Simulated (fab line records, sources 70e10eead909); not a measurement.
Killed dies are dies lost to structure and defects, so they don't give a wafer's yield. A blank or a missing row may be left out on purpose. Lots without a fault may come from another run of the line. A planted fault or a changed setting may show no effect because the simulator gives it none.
Which tool did it? | flow nand_harc | 12 lots, 36 wafers sampled, at 5 steps of a route of 1302

WHAT THE GAUGES READ, wafer by wafer
NHARC_A_CHANNEL_HOLE_D1_INSPECT_40. Usual: raw_defect_count 73, standard deviation 28.
lot  | measured     | on                | raw_defect_count | flag
L781 | day 8 22:55  | defect_inspect-01 | 33 42 62         |
L783 | day 9 09:40  | defect_inspect-02 | 134 98 79        |
L782 | day 9 11:09  | defect_inspect-01 | 41 65 73         |
L786 | day 10 19:49 | defect_inspect-02 | 29 34 44         |
L790 | day 12 19:33 | defect_inspect-01 | 90 76 92         |
L793 | day 14 01:03 | defect_inspect-01 | 96 98 107        |
L794 | day 14 05:11 | defect_inspect-01 | 92 101 95        |
L799 | day 16 03:41 | defect_inspect-01 | 57 60 50         |
L800 | day 16 19:41 | defect_inspect-02 | 85 85 76         |
L802 | day 18 06:05 | defect_inspect-01 | 45 70 68         |
L803 | day 18 08:05 | defect_inspect-01 | 38 46 51         |
L804 | day 18 18:59 | defect_inspect-01 | 66 25 41         |

NHARC_END_SORT_01. Usual: killed_at_array 54, standard deviation 21; killed_at_other 0.9, standard deviation 1.1; killed_at_periphery 3.5, standard deviation 2.5; killed_dies 58, standard deviation 21; killed_open 3.3, standard deviation 1.9; killed_short 2.6, standard deviation 1.8.
lot  | measured     | on        | killed_at_array | killed_at_other | killed_at_periphery | killed_dies | killed_open | killed_short | flag
L786 | day 27 00:20 | prober-01 | 36 44 44        | 2 0 1           | 2 2 0               | 40 46 45    | 2 3 1       | 2 0 1        |
L793 | day 30 20:46 | prober-02 | 65 71 60        | 0 0 0           | 4 5 6               | 69 76 66    | 4 2 5       | 6 3 3        |
L803 | day 33 18:04 | prober-02 | 26 22 26        | 6 1 1           | 2 4 2               | 34 27 29    | 7 5 6       | 2 4 4        |

WHICH TOOL RAN EACH LOT (tool, then ch and the chambers of the sampled wafers, then the start)
lot  | NHARC_A_CHANNEL_HOLE_D1_ETCH_23  | NHARC_A_CHANNEL_HOLE_D1_ETCH_33            | NHARC_A_CHANNEL_HOLE_D1_ETCH_44
L781 | har_etch-01 ch 0,1, day 8 18:46  | har_etch-01 ch 0,1, day 8 21:13            | rie_diel-04 ch 1,2, day 8 21:56
L783 | har_etch-02 ch 0,1, day 9 05:39  | har_etch-02 ch 0,1, day 9 08:42 or earlier | rie_diel-03 ch 1,2, day 9 08:42
L782 | har_etch-01 ch 0,1, day 9 06:58  | har_etch-01 ch 0,1, day 9 09:26            | rie_diel-04 ch 0,1,2, day 9 10:10
L786 | har_etch-01 ch 0,1, day 10 15:46 | har_etch-01 ch 0,1, day 10 18:08           | rie_diel-03 ch 0,1,2, day 10 18:50
L790 | har_etch-02 ch 0,1, day 12 15:07 | har_etch-02 ch 0,1, day 12 17:40           | rie_diel-04 ch 2,3, day 12 18:27
L793 | har_etch-02 ch 1, day 13 20:44   | har_etch-02 ch 1, day 13 23:19             | rie_diel-04 ch 1,3, day 14 00:04
L794 | har_etch-02 ch 0,1, day 14 01:04 | har_etch-02 ch 0,1, day 14 03:30           | rie_diel-04 ch 1,2,3, day 14 04:14
L799 | har_etch-01 ch 0,1, day 15 23:25 | har_etch-01 ch 0,1, day 16 01:58           | rie_diel-13 ch 1,2, day 16 02:43
L800 | har_etch-01 ch 0,1, day 16 15:24 | har_etch-01 ch 0,1, day 16 17:56           | rie_diel-04 ch 0,3, day 16 18:41
L802 | har_etch-01 ch 0,1, day 18 01:58 | har_etch-01 ch 0,1, day 18 04:20           | rie_diel-03 ch 1,2, day 18 05:07
L803 | har_etch-02 ch 0,1, day 18 03:46 | har_etch-02 ch 0,1, day 18 06:19           | rie_diel-04 ch 1,2, day 18 07:05
L804 | har_etch-02 ch 0,1, day 18 14:57 | har_etch-02 ch 0,1, day 18 17:19           | rie_diel-04 ch 0,3, day 18 18:00
- NHARC_A_CHANNEL_HOLE_D1_ETCH_23: etches the open film in C4F8/O2/Ar, time 819 s, target depth 1600 nm.
- NHARC_A_CHANNEL_HOLE_D1_ETCH_33: etches the open film in C4F8/O2/Ar, time 90 s, target depth 400 nm.
- NHARC_A_CHANNEL_HOLE_D1_ETCH_44: etches the open film in CF4/O2, target depth 140 nm, overetch 14 nm, time 77 s.

WHAT THE TOOLS THEMSELVES READ (means of the sampled wafers that have a number; where no wafer has one, the mark that the record gives instead)
NHARC_A_CHANNEL_HOLE_D1_ETCH_23. Usual: drypump_motor_current_A 5.5 A, standard deviation 0.41; showerhead_plenum_p_Torr 3.64 Torr, standard deviation 0.11; throttle_valve_pct 32.156 %, standard deviation 0.0088.
lot  | tool        | drypump_motor_current_A (A) | showerhead_plenum_p_Torr (Torr) | throttle_valve_pct (%) | flag
L781 | har_etch-01 | 5.5                         | 3.60                            | 32.158                 |
L783 | har_etch-02 | 5.6                         | 3.64                            | 32.158                 |
L782 | har_etch-01 | 5.8                         | 3.66                            | 32.150                 |
L786 | har_etch-01 | 5.8                         | 3.65                            | 32.155                 |
L790 | har_etch-02 | 5.5                         | 3.62                            | 32.153                 |
L793 | har_etch-02 | 5.8                         | 3.55                            | 32.152                 |
L794 | har_etch-02 | 5.3                         | 3.66                            | 32.147                 |
L799 | har_etch-01 | 5.5                         | 3.55                            | 32.165                 |
L800 | har_etch-01 | 5.5                         | 3.54                            | 32.152                 |
L802 | har_etch-01 | 5.5                         | 3.54                            | 32.167                 |
L803 | har_etch-02 | 5.3                         | 3.78                            | 32.156                 |
L804 | har_etch-02 | 5.3                         | 3.78                            | 32.156                 |

NHARC_A_CHANNEL_HOLE_D1_ETCH_33. Usual: drypump_motor_current_A 5.5 A, standard deviation 0.41; showerhead_plenum_p_Torr 3.67 Torr, standard deviation 0.12; throttle_valve_pct 27.620 %, standard deviation 0.0097.
lot  | tool        | drypump_motor_current_A (A) | showerhead_plenum_p_Torr (Torr) | throttle_valve_pct (%) | flag
L781 | har_etch-01 | 5.5                         | 3.63                            | 27.621                 |
L783 | har_etch-02 | 5.5                         | 3.68                            | 27.629                 |
L782 | har_etch-01 | 5.8                         | 3.70                            | 27.621                 |
L786 | har_etch-01 | 5.9                         | 3.69                            | 27.616                 |
L790 | har_etch-02 | 5.6                         | 3.66                            | 27.620                 |
L793 | har_etch-02 | 5.8                         | 3.59                            | 27.624                 |
L794 | har_etch-02 | 5.3                         | 3.70                            | 27.608                 |
L799 | har_etch-01 | 5.5                         | 3.58                            | 27.620                 |
L800 | har_etch-01 | 5.5                         | 3.57                            | 27.614                 |
L802 | har_etch-01 | 5.5                         | 3.57                            | 27.616                 |
L803 | har_etch-02 | 5.3                         | 3.82                            | 27.626                 |
L804 | har_etch-02 | 5.3                         | 3.81                            | 27.624                 |

NHARC_A_CHANNEL_HOLE_D1_ETCH_44. Usual: cf4_flow_sccm 80.02 sccm, standard deviation 0.24; drypump_motor_current_A 5.6 A, standard deviation 0.34; oes_f_703_au 1.001 a.u., standard deviation 0.0041; oes_o_777_au 1.001 a.u., standard deviation 0.0044; oes_product_au 1.006 a.u., standard deviation 0.016; rf_vpp_V 197.8 V, standard deviation 1.2; showerhead_plenum_p_Torr 1.33 Torr, standard deviation 0.05; throttle_valve_pct 13.397 %, standard deviation 0.0088.
lot  | tool        | cf4_flow_sccm (sccm) | drypump_motor_current_A (A) | oes_f_703_au (a.u.) | oes_o_777_au (a.u.) | oes_product_au (a.u.) | rf_vpp_V (V) | showerhead_plenum_p_Torr (Torr) | throttle_valve_pct (%) | flag
L781 | rie_diel-04 | 79.82                | 5.2                         | 0.998               | 1.000               | 0.987                 | 198.4        | 1.37                            | 13.396                 |
L783 | rie_diel-03 | 80.17                | 6.0                         | 1.000               | 1.001               | 1.007                 | 197.5        | 1.31                            | 13.397                 |
L782 | rie_diel-04 | 80.11                | 5.3                         | 1.001               | 1.002               | 0.998                 | 198.6        | 1.36                            | 13.398                 |
L786 | rie_diel-03 | 80.16                | 6.0                         | 0.999               | 1.003               | 0.996                 | 197.4        | 1.29                            | 13.397                 |
L790 | rie_diel-04 | 95.80                | 5.6                         | 0.938               | 0.815               | 1.011                 | 196.3        | 1.44                            | 14.356                 | OFF
L793 | rie_diel-04 | 96.19                | 5.5                         | 0.941               | 0.820               | 1.022                 | 198.0        | 1.48                            | 14.363                 | OFF
L794 | rie_diel-04 | 95.95                | 5.4                         | 0.942               | 0.816               | 1.010                 | 197.6        | 1.48                            | 14.362                 | OFF
L799 | rie_diel-13 | 79.84                | 5.9                         | 1.004               | 1.000               | 1.009                 | 199.7        | 1.41                            | 13.398                 |
L800 | rie_diel-04 | 80.20                | 5.6                         | 1.001               | 0.996               | 1.000                 | 197.9        | 1.32                            | 13.396                 |
L802 | rie_diel-03 | 79.92                | 6.0                         | 0.997               | 1.003               | 1.003                 | 196.7        | 1.29                            | 13.397                 |
L803 | rie_diel-04 | 79.79                | 5.2                         | 1.000               | 1.002               | 0.985                 | 198.4        | 1.36                            | 13.402                 |
L804 | rie_diel-04 | 79.80                | 5.6                         | 0.999               | 1.000               | 1.002                 | 197.1        | 1.32                            | 13.404                 |

THE ANSWER, worked out from the rows above alone
Rule: a lot is off if the mean of its wafers that have a number lies more than 3 standard deviations from the usual mean. A lot without any number at a reading at which 4 lots or more have one is off too. The other lots that the step has rows for count as sound. The gauges are gone through in route order, then the tools' own readings, and for those a lot's mean is taken as printed above. The first step at which some lot is off is used, and at that step the reading that is off furthest; a lot without a number counts as furthest.
Off: L790, L793, L794, at NHARC_A_CHANNEL_HOLE_D1_ETCH_44 (throttle_valve_pct).
A tool fits if, at that step or a process step before it, it ran every lot that is off, and no sound lot after the first of them. NHARC_A_CHANNEL_HOLE_D1_ETCH_33 gives no start for some lots, so the hours and the order of its lots are those of NHARC_A_CHANNEL_HOLE_D1_ETCH_44. None of those tried fits.

WHAT THE SIMULATOR HAD PUT IN
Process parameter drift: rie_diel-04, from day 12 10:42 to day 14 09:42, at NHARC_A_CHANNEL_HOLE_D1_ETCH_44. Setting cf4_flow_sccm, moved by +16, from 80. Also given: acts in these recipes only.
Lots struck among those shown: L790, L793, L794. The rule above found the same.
